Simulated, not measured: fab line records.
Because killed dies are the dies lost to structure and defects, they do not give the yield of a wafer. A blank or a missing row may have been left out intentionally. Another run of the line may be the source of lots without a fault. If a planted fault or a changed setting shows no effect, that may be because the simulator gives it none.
What tool caused it? | flow n5Finfet | Sampling: 11 lots, 33 wafers, 3 of 1938 route steps

## WHAT EACH GAUGE READ, for each wafer
N5_MIM_TOP_LITHO_OVL_MEAS_11.
lot  | measured     | on         | MIM_TOP_OVL (nm)
L886 | day 11 12:43 | overlay-02 | 4 -5 8
L888 | day 12 07:02 | overlay-01 | 10 -5 4
L890 | day 12 17:26 | overlay-01 | 9 6 6
L893 | day 13 11:53 | overlay-02 | -1 -2 5
L896 | day 14 02:07 | overlay-01 | -5 -1 -5
L901 | day 16 08:22 | overlay-01 | 0 -3 -3
L900 | day 16 12:04 | overlay-02 | 8 8 9
L903 | day 16 15:11 | overlay-02 | -3 -1 3
L902 | day 16 20:48 | overlay-01 | 1 4 11
L906 | day 17 10:19 | overlay-02 | -5 -2 -4
L909 | day 18 15:41 | overlay-02 | -1 -1 7

## EACH LOT AND THE TOOL THAT RAN IT (in order: tool; ch and the chambers of the sampled wafers; start)
lot  | N5_MIM_TOP_ALD_00               | N5_MIM_TOP_DEGAS_04
L886 | aldHk-02 ch 1,2, day 11 11:09   | pvdSputter-01, day 11 12:15
L888 | aldHk-01 ch 1,3, day 12 02:35   | pvdSputter-03, day 12 06:19
L890 | aldHk-01 ch 0,3, day 12 14:11   | pvdSputter-01, day 12 16:59
L893 | aldHk-03 ch 0,1,2, day 13 10:48 | pvdSputter-01, day 13 11:19
L896 | aldHk-02 ch 1,2,3, day 14 00:50 | pvdSputter-03, day 14 01:29
L901 | aldHk-03 ch 0,1, day 16 05:01   | pvdSputter-01, day 16 07:55
L900 | aldHk-02 ch 1,2,3, day 16 08:58 | pvdSputter-03, day 16 11:37
L903 | aldHk-03 ch 0,3, day 16 12:08   | pvdSputter-02, day 16 14:36
L902 | aldHk-03 ch 0,2, day 16 17:58   | pvdSputter-03, day 16 20:20
L906 | aldHk-02 ch 0,2,3, day 17 08:19 | pvdSputter-01, day 17 09:44
L909 | aldHk-02 ch 2,3, day 18 13:14   | pvdSputter-02, day 18 15:13
- N5_MIM_TOP_ALD_00: deposits Al2O3, purge time 3 s, co reactant pulse time 3 s.
- N5_MIM_TOP_DEGAS_04: time 60 s.

## THE ANSWER, worked out from the rows above alone
Rule: what is usual is taken from the lots themselves. Put in order of their means at a reading, lots are off if they are a third of the lots or fewer, leave a main group of 4 or more, and stand apart from it by a gap of 3 or more times the standard deviation of the main group's means; of several such gaps the widest counts. A main group is skipped when, at the precision printed for the reading in the tables above, its means are all equal. A lot without any number at a reading at which 4 lots or more have one is off too. All remaining lots with rows at the step are treated as sound.
Nothing can be told from this: no lot is off at any reading shown.

## WHAT THE SIMULATOR HAD PUT IN
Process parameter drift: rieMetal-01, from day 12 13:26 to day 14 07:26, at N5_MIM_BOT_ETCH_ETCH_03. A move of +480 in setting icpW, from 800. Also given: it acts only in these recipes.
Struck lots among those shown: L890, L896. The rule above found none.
